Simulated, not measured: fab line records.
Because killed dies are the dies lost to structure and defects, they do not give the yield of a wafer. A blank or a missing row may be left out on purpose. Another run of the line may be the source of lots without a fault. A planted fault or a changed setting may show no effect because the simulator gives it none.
Which tool is to blame? / flow nand-harc / Sampling: 24 lots, 72 wafers, 5 of 1159 route steps

== WHAT THE GAUGES READ, wafer by wafer ==
NHARC_P_CONTACT_CD_MEAS_19. Usual: 90.2 nm for cd-nm, sd 1.1.
lot=L074; measured=day 5 04:58; on=cd-sem-01; cd-nm (nm)=89.1 89.4 89.9; flag=
lot=L075; measured=day 5 20:26; on=cd-sem-01; cd-nm (nm)=89.3 91.2 89.7; flag=
lot=L076; measured=day 6 01:50; on=cd-sem-02; cd-nm (nm)=89.5 91.2 90.1; flag=
lot=L077; measured=day 6 08:02; on=cd-sem-01; cd-nm (nm)=91.7 89.3 92.5; flag=
lot=L080; measured=day 6 14:33; on=cd-sem-02; cd-nm (nm)=89.0 89.7 89.9; flag=
lot=L079; measured=day 6 14:39; on=cd-sem-03; cd-nm (nm)=89.7 90.4 91.1; flag=
lot=L078; measured=day 6 18:23; on=cd-sem-02; cd-nm (nm)=92.6 90.9 92.0; flag=
lot=L081; measured=day 7 11:05; on=cd-sem-01; cd-nm (nm)=90.0 92.1 93.0; flag=
lot=L082; measured=day 7 17:37; on=cd-sem-01; cd-nm (nm)=90.4 91.4 90.6; flag=
lot=L083; measured=day 8 02:04; on=cd-sem-03; cd-nm (nm)=89.7 88.7 89.8; flag=
lot=L084; measured=day 8 05:47; on=cd-sem-02; cd-nm (nm)=89.9 91.6 91.9; flag=
lot=L085; measured=day 8 08:43; on=cd-sem-02; cd-nm (nm)=90.0 88.2 91.1; flag=
lot=L088; measured=day 9 00:37; on=cd-sem-02; cd-nm (nm)=91.1 89.2 89.8; flag=
lot=L086; measured=day 9 01:37; on=cd-sem-03; cd-nm (nm)=89.9 90.1 91.4; flag=
lot=L087; measured=day 9 02:46; on=cd-sem-03; cd-nm (nm)=90.5 89.8 88.8; flag=
lot=L089; measured=day 9 10:14; on=cd-sem-01; cd-nm (nm)=90.6 91.5 90.4; flag=
lot=L090; measured=day 9 12:49; on=cd-sem-02; cd-nm (nm)=90.7 89.9 89.9; flag=
lot=L092; measured=day 10 01:25; on=cd-sem-02; cd-nm (nm)=89.6 91.1 90.2; flag=
lot=L091; measured=day 10 01:52; on=cd-sem-01; cd-nm (nm)=90.9 90.0 90.6; flag=
lot=L094; measured=day 10 19:12; on=cd-sem-01; cd-nm (nm)=89.2 88.8 92.0; flag=
lot=L095; measured=day 10 19:34; on=cd-sem-01; cd-nm (nm)=90.3 89.8 89.7; flag=
lot=L093; measured=day 11 01:49; on=cd-sem-02; cd-nm (nm)=90.0 90.1 88.6; flag=
lot=L096; measured=day 11 02:30; on=cd-sem-03; cd-nm (nm)=89.6 90.5 91.1; flag=
lot=L097; measured=day 11 10:06; on=cd-sem-01; cd-nm (nm)=89.1 89.5 88.9; flag=

NHARC_P_M0_INSPECT_11. Usual: 3.8 for raw-defect-count, sd 1.7.
lot=L074; measured=day 5 14:47; on=defect-inspect-02; raw-defect-count=5 2 2; flag=
lot=L075; measured=day 6 07:27; on=defect-inspect-02; raw-defect-count=4 3 4; flag=
lot=L076; measured=day 6 09:23; on=defect-inspect-02; raw-defect-count=4 5 7; flag=
lot=L077; measured=day 6 15:05; on=defect-inspect-01; raw-defect-count=8 4 5; flag=
lot=L080; measured=day 6 17:40; on=defect-inspect-01; raw-defect-count=1 2 3; flag=
lot=L079; measured=day 6 17:53; on=defect-inspect-02; raw-defect-count=4 1 5; flag=
lot=L078; measured=day 6 21:52; on=defect-inspect-02; raw-defect-count=5 6 2; flag=
lot=L081; measured=day 7 16:47; on=defect-inspect-01; raw-defect-count=5 5 7; flag=
lot=L082; measured=day 8 03:50; on=defect-inspect-02; raw-defect-count=5 3 5; flag=
lot=L083; measured=day 8 05:19; on=defect-inspect-02; raw-defect-count=2 6 5; flag=
lot=L084; measured=day 8 09:05; on=defect-inspect-01; raw-defect-count=3 6 5; flag=
lot=L085; measured=day 8 17:17; on=defect-inspect-01; raw-defect-count=3 3 4; flag=
lot=L088; measured=day 9 03:47; on=defect-inspect-02; raw-defect-count=4 3 4; flag=
lot=L086; measured=day 9 04:52; on=defect-inspect-01; raw-defect-count=4 3 6; flag=
lot=L087; measured=day 9 05:59; on=defect-inspect-01; raw-defect-count=5 3 6; flag=
lot=L089; measured=day 9 22:40; on=defect-inspect-01; raw-defect-count=3 3 7; flag=
lot=L090; measured=day 9 22:59; on=defect-inspect-01; raw-defect-count=4 4 4; flag=
lot=L092; measured=day 10 08:48; on=defect-inspect-02; raw-defect-count=4 3 6; flag=
lot=L091; measured=day 10 09:21; on=defect-inspect-02; raw-defect-count=8 7 2; flag=
lot=L094; measured=day 10 22:19; on=defect-inspect-01; raw-defect-count=4 4 3; flag=
lot=L095; measured=day 10 22:56; on=defect-inspect-02; raw-defect-count=5 3 2; flag=
lot=L093; measured=day 11 05:07; on=defect-inspect-01; raw-defect-count=2 2 1; flag=
lot=L096; measured=day 11 05:44; on=defect-inspect-02; raw-defect-count=4 6 4; flag=
lot=L097; measured=day 11 14:49; on=defect-inspect-01; raw-defect-count=3 6 8; flag=

== WHAT TOOL EACH LOT RAN ON (gives the tool, then ch and the chambers of the sampled wafers, and finally the start) ==
lot=L074; NHARC_P_GATE_STRIP_76=plasma-asher-01 ch 0,1, day 4 22:10; NHARC_P_CONTACT_STRIP_28=rie-diel-01 ch 0,1, day 5 05:02; NHARC_P_CONTACT_CVD_23=cvd-w-02 ch 0,1, day 5 14:47 or earlier
lot=L075; NHARC_P_GATE_STRIP_76=plasma-asher-01 ch 0,1, day 5 13:17; NHARC_P_CONTACT_STRIP_28=rie-diel-12 ch 0,1,3, day 5 20:31; NHARC_P_CONTACT_CVD_23=cvd-w-01 ch 0,1, day 6 07:27 or earlier
lot=L076; NHARC_P_GATE_STRIP_76=plasma-asher-02 ch 0,1, day 5 18:57; NHARC_P_CONTACT_STRIP_28=rie-diel-01 ch 1,2, day 6 01:54; NHARC_P_CONTACT_CVD_23=cvd-w-02 ch 0,1, day 6 09:23 or earlier
lot=L077; NHARC_P_GATE_STRIP_76=plasma-asher-01 ch 0,1, day 6 01:29; NHARC_P_CONTACT_STRIP_28=rie-diel-12 ch 0,1,3, day 6 08:07; NHARC_P_CONTACT_CVD_23=cvd-w-01 ch 0,1, day 6 15:05 or earlier
lot=L080; NHARC_P_GATE_STRIP_76=plasma-asher-02 ch 1, day 6 07:23; NHARC_P_CONTACT_STRIP_28=rie-diel-02 ch 2,3, day 6 14:38; NHARC_P_CONTACT_CVD_23=cvd-w-02 ch 0,1, day 6 17:40 or earlier
lot=L079; NHARC_P_GATE_STRIP_76=plasma-asher-02 ch 0, day 6 07:50; NHARC_P_CONTACT_STRIP_28=rie-diel-12 ch 0,2, day 6 14:43; NHARC_P_CONTACT_CVD_23=cvd-w-01 ch 0,1, day 6 17:53 or earlier
lot=L078; NHARC_P_GATE_STRIP_76=plasma-asher-01 ch 0,1, day 6 11:55; NHARC_P_CONTACT_STRIP_28=rie-diel-01 ch 0,1,2, day 6 18:27; NHARC_P_CONTACT_CVD_23=cvd-w-02 ch 0,1, day 6 21:52 or earlier
lot=L081; NHARC_P_GATE_STRIP_76=plasma-asher-01 ch 0,1, day 7 03:59; NHARC_P_CONTACT_STRIP_28=rie-diel-01 ch 1,2,3, day 7 11:10; NHARC_P_CONTACT_CVD_23=cvd-w-01 ch 0,1, day 7 16:47 or earlier
lot=L082; NHARC_P_GATE_STRIP_76=plasma-asher-02 ch 0,1, day 7 10:53; NHARC_P_CONTACT_STRIP_28=rie-diel-01 ch 0,1,2, day 7 17:43; NHARC_P_CONTACT_CVD_23=cvd-w-02 ch 0,1, day 8 03:50 or earlier
lot=L083; NHARC_P_GATE_STRIP_76=plasma-asher-02 ch 0,1, day 7 19:25; NHARC_P_CONTACT_STRIP_28=rie-diel-01 ch 0,3, day 8 02:08; NHARC_P_CONTACT_CVD_23=cvd-w-01 ch 0,1, day 8 05:19 or earlier
lot=L084; NHARC_P_GATE_STRIP_76=plasma-asher-01 ch 0,1, day 7 23:12; NHARC_P_CONTACT_STRIP_28=rie-diel-12 ch 1,2, day 8 05:54; NHARC_P_CONTACT_CVD_23=cvd-w-01 ch 0,1, day 8 09:05 or earlier
lot=L085; NHARC_P_GATE_STRIP_76=plasma-asher-01 ch 0,1, day 8 01:45; NHARC_P_CONTACT_STRIP_28=rie-diel-01 ch 0,2,3, day 8 08:49; NHARC_P_CONTACT_CVD_23=cvd-w-02 ch 0,1, day 8 17:17 or earlier
lot=L088; NHARC_P_GATE_STRIP_76=plasma-asher-01 ch 0,1, day 8 17:38; NHARC_P_CONTACT_STRIP_28=rie-diel-12 ch 0,2, day 9 00:43; NHARC_P_CONTACT_CVD_23=cvd-w-02 ch 0,1, day 9 03:47 or earlier
lot=L086; NHARC_P_GATE_STRIP_76=plasma-asher-01 ch 0,1, day 8 18:49; NHARC_P_CONTACT_STRIP_28=rie-diel-02 ch 0,1,2, day 9 01:41; NHARC_P_CONTACT_CVD_23=cvd-w-02 ch 0,1, day 9 04:52 or earlier
lot=L087; NHARC_P_GATE_STRIP_76=plasma-asher-01 ch 0,1, day 8 19:17; NHARC_P_CONTACT_STRIP_28=rie-diel-12 ch 0,1, day 9 02:52; NHARC_P_CONTACT_CVD_23=cvd-w-01 ch 0,1, day 9 05:59 or earlier
lot=L089; NHARC_P_GATE_STRIP_76=plasma-asher-01 ch 0,1, day 9 03:32; NHARC_P_CONTACT_STRIP_28=rie-diel-01 ch 1,2,3, day 9 10:19; NHARC_P_CONTACT_CVD_23=cvd-w-02 ch 0,1, day 9 22:40 or earlier
lot=L090; NHARC_P_GATE_STRIP_76=plasma-asher-02 ch 0, day 9 04:55; NHARC_P_CONTACT_STRIP_28=rie-diel-01 ch 0,1,3, day 9 12:55; NHARC_P_CONTACT_CVD_23=cvd-w-01 ch 0,1, day 9 22:59 or earlier
lot=L092; NHARC_P_GATE_STRIP_76=plasma-asher-02 ch 1, day 9 18:15; NHARC_P_CONTACT_STRIP_28=rie-diel-12 ch 0,1, day 10 01:29; NHARC_P_CONTACT_CVD_23=cvd-w-02 ch 1, day 10 08:48 or earlier
lot=L091; NHARC_P_GATE_STRIP_76=plasma-asher-01 ch 0,1, day 9 18:51; NHARC_P_CONTACT_STRIP_28=rie-diel-02 ch 0,3, day 10 01:57; NHARC_P_CONTACT_CVD_23=cvd-w-01 ch 0,1, day 10 09:21 or earlier
lot=L094; NHARC_P_GATE_STRIP_76=plasma-asher-02 ch 0,1, day 10 12:30; NHARC_P_CONTACT_STRIP_28=rie-diel-12 ch 1,2,3, day 10 19:17; NHARC_P_CONTACT_CVD_23=cvd-w-01 ch 0,1, day 10 22:19 or earlier
lot=L095; NHARC_P_GATE_STRIP_76=plasma-asher-01 ch 0,1, day 10 12:41; NHARC_P_CONTACT_STRIP_28=rie-diel-01 ch 0,2,3, day 10 19:38; NHARC_P_CONTACT_CVD_23=cvd-w-02 ch 0,1, day 10 22:56 or earlier
lot=L093; NHARC_P_GATE_STRIP_76=plasma-asher-01 ch 0,1, day 10 19:24; NHARC_P_CONTACT_STRIP_28=rie-diel-02 ch 1,2,3, day 11 01:53; NHARC_P_CONTACT_CVD_23=cvd-w-01 ch 0,1, day 11 05:07 or earlier
lot=L096; NHARC_P_GATE_STRIP_76=plasma-asher-02 ch 0,1, day 10 19:52; NHARC_P_CONTACT_STRIP_28=rie-diel-02 ch 0,2,3, day 11 02:36; NHARC_P_CONTACT_CVD_23=cvd-w-01 ch 0,1, day 11 05:44 or earlier
lot=L097; NHARC_P_GATE_STRIP_76=plasma-asher-01 ch 1, day 11 03:08; NHARC_P_CONTACT_STRIP_28=rie-diel-01 ch 1,2,3, day 11 10:12; NHARC_P_CONTACT_CVD_23=cvd-w-02 ch 0,1, day 11 14:49 or earlier
- NHARC_P_GATE_STRIP_76: strips in O2.
- NHARC_P_CONTACT_STRIP_28: strips in O2.
- NHARC_P_CONTACT_CVD_23: deposits W, target thk 200 nm, time 557 s.

== AS READ BY THE TOOLS THEMSELVES (means over the sampled wafers that have a number; for cases with no such wafer, the mark the record gives instead) ==
NHARC_P_GATE_STRIP_76. Usual: drypump-motor-current-A 6.0 A, standard deviation 0.32; heater-power-w 301 W, standard deviation 20.
lot=L074; tool=plasma-asher-01; drypump-motor-current-A (A)=5.8; heater-power-w (W)=311; flag=
lot=L075; tool=plasma-asher-01; drypump-motor-current-A (A)=6.0; heater-power-w (W)=294; flag=
lot=L076; tool=plasma-asher-02; drypump-motor-current-A (A)=6.1; heater-power-w (W)=298; flag=
lot=L077; tool=plasma-asher-01; drypump-motor-current-A (A)=5.8; heater-power-w (W)=310; flag=
lot=L080; tool=plasma-asher-02; drypump-motor-current-A (A)=6.4; heater-power-w (W)=297; flag=
lot=L079; tool=plasma-asher-02; drypump-motor-current-A (A)=5.9; heater-power-w (W)=302; flag=
lot=L078; tool=plasma-asher-01; drypump-motor-current-A (A)=6.1; heater-power-w (W)=293; flag=
lot=L081; tool=plasma-asher-01; drypump-motor-current-A (A)=6.1; heater-power-w (W)=294; flag=
lot=L082; tool=plasma-asher-02; drypump-motor-current-A (A)=6.1; heater-power-w (W)=302; flag=
lot=L083; tool=plasma-asher-02; drypump-motor-current-A (A)=6.1; heater-power-w (W)=297; flag=
lot=L084; tool=plasma-asher-01; drypump-motor-current-A (A)=6.0; heater-power-w (W)=297; flag=
lot=L085; tool=plasma-asher-01; drypump-motor-current-A (A)=6.0; heater-power-w (W)=293; flag=
lot=L088; tool=plasma-asher-01; drypump-motor-current-A (A)=6.1; heater-power-w (W)=292; flag=
lot=L086; tool=plasma-asher-01; drypump-motor-current-A (A)=6.1; heater-power-w (W)=295; flag=
lot=L087; tool=plasma-asher-01; drypump-motor-current-A (A)=6.1; heater-power-w (W)=293; flag=
lot=L089; tool=plasma-asher-01; drypump-motor-current-A (A)=6.0; heater-power-w (W)=292; flag=
lot=L090; tool=plasma-asher-02; drypump-motor-current-A (A)=5.9; heater-power-w (W)=295; flag=
lot=L092; tool=plasma-asher-02; drypump-motor-current-A (A)=6.4; heater-power-w (W)=301; flag=
lot=L091; tool=plasma-asher-01; drypump-motor-current-A (A)=6.0; heater-power-w (W)=297; flag=
lot=L094; tool=plasma-asher-02; drypump-motor-current-A (A)=6.2; heater-power-w (W)=299; flag=
lot=L095; tool=plasma-asher-01; drypump-motor-current-A (A)=6.1; heater-power-w (W)=288; flag=
lot=L093; tool=plasma-asher-01; drypump-motor-current-A (A)=5.8; heater-power-w (W)=311; flag=
lot=L096; tool=plasma-asher-02; drypump-motor-current-A (A)=6.2; heater-power-w (W)=302; flag=
lot=L097; tool=plasma-asher-01; drypump-motor-current-A (A)=5.6; heater-power-w (W)=327; flag=

NHARC_P_CONTACT_STRIP_28. Usual: drypump-motor-current-A 5.6 A, standard deviation 0.43; o2-flow-sccm 500.0 sccm, standard deviation 1.6; oes-product-au 1.001 a.u., standard deviation 0.0075; rf-vpp-V 57.7 V, standard deviation 0.87; showerhead-plenum-p-Torr 3.54 Torr, standard deviation 0.15; throttle-valve-pct 17.037 %, standard deviation 0.01.
lot=L074; tool=rie-diel-01; drypump-motor-current-A (A)=5.9; o2-flow-sccm (sccm)=499.6; oes-product-au (a.u.)=1.004; rf-vpp-V (V)=57.0; showerhead-plenum-p-Torr (Torr)=3.69; throttle-valve-pct (%)=17.033; flag=
lot=L075; tool=rie-diel-12; drypump-motor-current-A (A)=5.4; o2-flow-sccm (sccm)=500.4; oes-product-au (a.u.)=0.996; rf-vpp-V (V)=58.1; showerhead-plenum-p-Torr (Torr)=3.62; throttle-valve-pct (%)=17.037; flag=
lot=L076; tool=rie-diel-01; drypump-motor-current-A (A)=6.2; o2-flow-sccm (sccm)=499.0; oes-product-au (a.u.)=1.012; rf-vpp-V (V)=58.6; showerhead-plenum-p-Torr (Torr)=3.76; throttle-valve-pct (%)=17.040; flag=
lot=L077; tool=rie-diel-12; drypump-motor-current-A (A)=5.4; o2-flow-sccm (sccm)=500.6; oes-product-au (a.u.)=0.993; rf-vpp-V (V)=58.7; showerhead-plenum-p-Torr (Torr)=3.62; throttle-valve-pct (%)=17.037; flag=
lot=L080; tool=rie-diel-02; drypump-motor-current-A (A)=5.3; o2-flow-sccm (sccm)=500.9; oes-product-au (a.u.)=1.003; rf-vpp-V (V)=57.8; showerhead-plenum-p-Torr (Torr)=3.37; throttle-valve-pct (%)=17.039; flag=
lot=L079; tool=rie-diel-12; drypump-motor-current-A (A)=6.0; o2-flow-sccm (sccm)=500.7; oes-product-au (a.u.)=1.003; rf-vpp-V (V)=57.2; showerhead-plenum-p-Torr (Torr)=3.49; throttle-valve-pct (%)=17.030; flag=
lot=L078; tool=rie-diel-01; drypump-motor-current-A (A)=5.9; o2-flow-sccm (sccm)=499.1; oes-product-au (a.u.)=1.003; rf-vpp-V (V)=58.1; showerhead-plenum-p-Torr (Torr)=3.67; throttle-valve-pct (%)=17.033; flag=
lot=L081; tool=rie-diel-01; drypump-motor-current-A (A)=6.0; o2-flow-sccm (sccm)=500.6; oes-product-au (a.u.)=0.995; rf-vpp-V (V)=58.5; showerhead-plenum-p-Torr (Torr)=3.63; throttle-valve-pct (%)=17.033; flag=
lot=L082; tool=rie-diel-01; drypump-motor-current-A (A)=5.9; o2-flow-sccm (sccm)=499.7; oes-product-au (a.u.)=0.995; rf-vpp-V (V)=57.9; showerhead-plenum-p-Torr (Torr)=3.67; throttle-valve-pct (%)=17.037; flag=
lot=L083; tool=rie-diel-01; drypump-motor-current-A (A)=5.5; o2-flow-sccm (sccm)=499.6; oes-product-au (a.u.)=0.995; rf-vpp-V (V)=57.5; showerhead-plenum-p-Torr (Torr)=3.46; throttle-valve-pct (%)=17.048; flag=
lot=L084; tool=rie-diel-12; drypump-motor-current-A (A)=5.8; o2-flow-sccm (sccm)=499.5; oes-product-au (a.u.)=0.999; rf-vpp-V (V)=58.3; showerhead-plenum-p-Torr (Torr)=3.60; throttle-valve-pct (%)=17.039; flag=
lot=L085; tool=rie-diel-01; drypump-motor-current-A (A)=5.7; o2-flow-sccm (sccm)=498.9; oes-product-au (a.u.)=0.988; rf-vpp-V (V)=57.5; showerhead-plenum-p-Torr (Torr)=3.54; throttle-valve-pct (%)=17.033; flag=
lot=L088; tool=rie-diel-12; drypump-motor-current-A (A)=6.0; o2-flow-sccm (sccm)=499.5; oes-product-au (a.u.)=1.002; rf-vpp-V (V)=57.4; showerhead-plenum-p-Torr (Torr)=3.48; throttle-valve-pct (%)=17.034; flag=
lot=L086; tool=rie-diel-02; drypump-motor-current-A (A)=5.6; o2-flow-sccm (sccm)=499.9; oes-product-au (a.u.)=1.009; rf-vpp-V (V)=57.6; showerhead-plenum-p-Torr (Torr)=3.38; throttle-valve-pct (%)=17.032; flag=
lot=L087; tool=rie-diel-12; drypump-motor-current-A (A)=5.7; o2-flow-sccm (sccm)=499.4; oes-product-au (a.u.)=0.997; rf-vpp-V (V)=58.6; showerhead-plenum-p-Torr (Torr)=3.65; throttle-valve-pct (%)=17.040; flag=
lot=L089; tool=rie-diel-01; drypump-motor-current-A (A)=6.0; o2-flow-sccm (sccm)=499.0; oes-product-au (a.u.)=0.999; rf-vpp-V (V)=58.5; showerhead-plenum-p-Torr (Torr)=3.63; throttle-valve-pct (%)=17.044; flag=
lot=L090; tool=rie-diel-01; drypump-motor-current-A (A)=5.7; o2-flow-sccm (sccm)=499.2; oes-product-au (a.u.)=1.000; rf-vpp-V (V)=57.8; showerhead-plenum-p-Torr (Torr)=3.55; throttle-valve-pct (%)=17.030; flag=
lot=L092; tool=rie-diel-12; drypump-motor-current-A (A)=5.7; o2-flow-sccm (sccm)=500.1; oes-product-au (a.u.)=0.999; rf-vpp-V (V)=57.1; showerhead-plenum-p-Torr (Torr)=3.65; throttle-valve-pct (%)=17.031; flag=
lot=L091; tool=rie-diel-02; drypump-motor-current-A (A)=5.6; o2-flow-sccm (sccm)=501.6; oes-product-au (a.u.)=1.008; rf-vpp-V (V)=57.2; showerhead-plenum-p-Torr (Torr)=3.44; throttle-valve-pct (%)=17.036; flag=
lot=L094; tool=rie-diel-12; drypump-motor-current-A (A)=5.5; o2-flow-sccm (sccm)=499.6; oes-product-au (a.u.)=1.010; rf-vpp-V (V)=57.5; showerhead-plenum-p-Torr (Torr)=3.54; throttle-valve-pct (%)=17.032; flag=
lot=L095; tool=rie-diel-01; drypump-motor-current-A (A)=5.7; o2-flow-sccm (sccm)=498.2; oes-product-au (a.u.)=0.999; rf-vpp-V (V)=57.9; showerhead-plenum-p-Torr (Torr)=3.54; throttle-valve-pct (%)=17.035; flag=
lot=L093; tool=rie-diel-02; drypump-motor-current-A (A)=5.3; o2-flow-sccm (sccm)=500.1; oes-product-au (a.u.)=1.001; rf-vpp-V (V)=57.3; showerhead-plenum-p-Torr (Torr)=3.35; throttle-valve-pct (%)=17.034; flag=
lot=L096; tool=rie-diel-02; drypump-motor-current-A (A)=5.4; o2-flow-sccm (sccm)=501.8; oes-product-au (a.u.)=1.004; rf-vpp-V (V)=58.0; showerhead-plenum-p-Torr (Torr)=3.39; throttle-valve-pct (%)=17.032; flag=
lot=L097; tool=rie-diel-01; drypump-motor-current-A (A)=6.0; o2-flow-sccm (sccm)=501.2; oes-product-au (a.u.)=1.002; rf-vpp-V (V)=58.1; showerhead-plenum-p-Torr (Torr)=3.62; throttle-valve-pct (%)=17.041; flag=

NHARC_P_CONTACT_CVD_23. Usual: heater-power-w 468 W, standard deviation 19; throttle-valve-pct 7.93 %, standard deviation 0.24.
lot=L074; tool=cvd-w-02; heater-power-w (W)=455; throttle-valve-pct (%)=7.88; flag=
lot=L075; tool=cvd-w-01; heater-power-w (W)=481; throttle-valve-pct (%)=8.09; flag=
lot=L076; tool=cvd-w-02; heater-power-w (W)=461; throttle-valve-pct (%)=7.89; flag=
lot=L077; tool=cvd-w-01; heater-power-w (W)=487; throttle-valve-pct (%)=7.94; flag=
lot=L080; tool=cvd-w-02; heater-power-w (W)=459; throttle-valve-pct (%)=7.78; flag=
lot=L079; tool=cvd-w-01; heater-power-w (W)=484; throttle-valve-pct (%)=7.99; flag=
lot=L078; tool=cvd-w-02; heater-power-w (W)=457; throttle-valve-pct (%)=7.63; flag=
lot=L081; tool=cvd-w-01; heater-power-w (W)=486; throttle-valve-pct (%)=8.00; flag=
lot=L082; tool=cvd-w-02; heater-power-w (W)=452; throttle-valve-pct (%)=7.76; flag=
lot=L083; tool=cvd-w-01; heater-power-w (W)=473; throttle-valve-pct (%)=8.10; flag=
lot=L084; tool=cvd-w-01; heater-power-w (W)=483; throttle-valve-pct (%)=8.16; flag=
lot=L085; tool=cvd-w-02; heater-power-w (W)=462; throttle-valve-pct (%)=7.70; flag=
lot=L088; tool=cvd-w-02; heater-power-w (W)=455; throttle-valve-pct (%)=7.64; flag=
lot=L086; tool=cvd-w-02; heater-power-w (W)=459; throttle-valve-pct (%)=7.82; flag=
lot=L087; tool=cvd-w-01; heater-power-w (W)=482; throttle-valve-pct (%)=8.12; flag=
lot=L089; tool=cvd-w-02; heater-power-w (W)=456; throttle-valve-pct (%)=7.70; flag=
lot=L090; tool=cvd-w-01; heater-power-w (W)=483; throttle-valve-pct (%)=8.09; flag=
lot=L092; tool=cvd-w-02; heater-power-w (W)=449; throttle-valve-pct (%)=7.62; flag=
lot=L091; tool=cvd-w-01; heater-power-w (W)=484; throttle-valve-pct (%)=7.98; flag=
lot=L094; tool=cvd-w-01; heater-power-w (W)=478; throttle-valve-pct (%)=8.20; flag=
lot=L095; tool=cvd-w-02; heater-power-w (W)=459; throttle-valve-pct (%)=7.73; flag=
lot=L093; tool=cvd-w-01; heater-power-w (W)=469; throttle-valve-pct (%)=8.21; flag=
lot=L096; tool=cvd-w-01; heater-power-w (W)=475; throttle-valve-pct (%)=8.11; flag=
lot=L097; tool=cvd-w-02; heater-power-w (W)=463; throttle-valve-pct (%)=7.81; flag=

== THE ANSWER, worked out from the rows above alone ==
Rule: lot off if the mean of its wafers having a number is beyond 3 standard deviations from the usual mean. A lot without any number at a reading at which 4 lots or more have one is off too. All remaining lots with rows at the step are treated as sound. First the gauges in route order, then the tools' own readings, where a lot's mean is used as printed above. The first step at which some lot is off is used, and at that step the reading that is off furthest; a lot without a number counts as furthest.
No lot is off at any reading shown: from this, nothing can be told.

== WHAT THE SIMULATOR HAD PUT IN ==
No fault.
